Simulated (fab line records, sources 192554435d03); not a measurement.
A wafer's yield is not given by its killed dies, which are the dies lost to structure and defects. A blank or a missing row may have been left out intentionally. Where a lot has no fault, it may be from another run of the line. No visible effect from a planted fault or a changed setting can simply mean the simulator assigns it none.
Matching of chambers :: flow n5Finfet :: pecvd-04 running N5_BEOL_M8_ILD_DEP_00: 3 sister chambers
The step deposits SiCOH lowk from DEMS/porogen, target thk 179.75 nm, time 33.4 s. 3 wafers are shown with their chamber, then 9 later ones without.

EACH WAFER AND ITS CHAMBER
wafer: L093.1
chamber: 0
throttleValvePct (%): 13.0

wafer: L093.2
chamber: 1
throttleValvePct (%): 14.5

wafer: L093.4
chamber: 2
throttleValvePct (%): 13.1

WAFERS WITH NO CHAMBER GIVEN
wafer: L094.2
throttleValvePct (%): 14.6

wafer: L094.4
throttleValvePct (%): 14.6

wafer: L094.6
throttleValvePct (%): 13.3

wafer: L095.1
throttleValvePct (%): 13.5

wafer: L095.4
throttleValvePct (%): 13.2

wafer: L095.6
throttleValvePct (%): 13.1

wafer: L097.3
throttleValvePct (%): 13.3

wafer: L097.4
throttleValvePct (%): 14.2

wafer: L097.5
throttleValvePct (%): 13.1

WHICH CHAMBER EACH WENT THROUGH
wafer: L094.2
from the rows above: 1
in truth: 1

wafer: L094.4
from the rows above: 1
in truth: 1

wafer: L094.6
from the rows above: can't be placed: 2 or 0
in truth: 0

wafer: L095.1
from the rows above: can't be placed: 2 or 0
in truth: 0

wafer: L095.4
from the rows above: can't be placed: 2 or 0
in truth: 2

wafer: L095.6
from the rows above: can't be placed: 2 or 0
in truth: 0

wafer: L097.3
from the rows above: can't be placed: 2 or 0
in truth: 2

wafer: L097.4
from the rows above: 1
in truth: 1

wafer: L097.5
from the rows above: can't be placed: 2 or 0
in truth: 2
3 of 9 placed correctly. Can't be placed from these rows: 6 (the true chamber is among the candidates in 6). Wrongly placed: 0.
How it was worked out, from the rows above alone: a wafer's distance from a chamber is the root of the sum, over the readings, of the square of ((its reading less the chamber's mean) divided by the reading's scatter). If the next closest chamber is less than 2 further off than the closest, the wafer can't be placed; otherwise it belongs to the closest. The mean given for a chamber averages the wafers shown for that chamber. The scatter: root of mean squared gap, hidden wafer to nearest shown wafer, with one shown wafer a chamber.
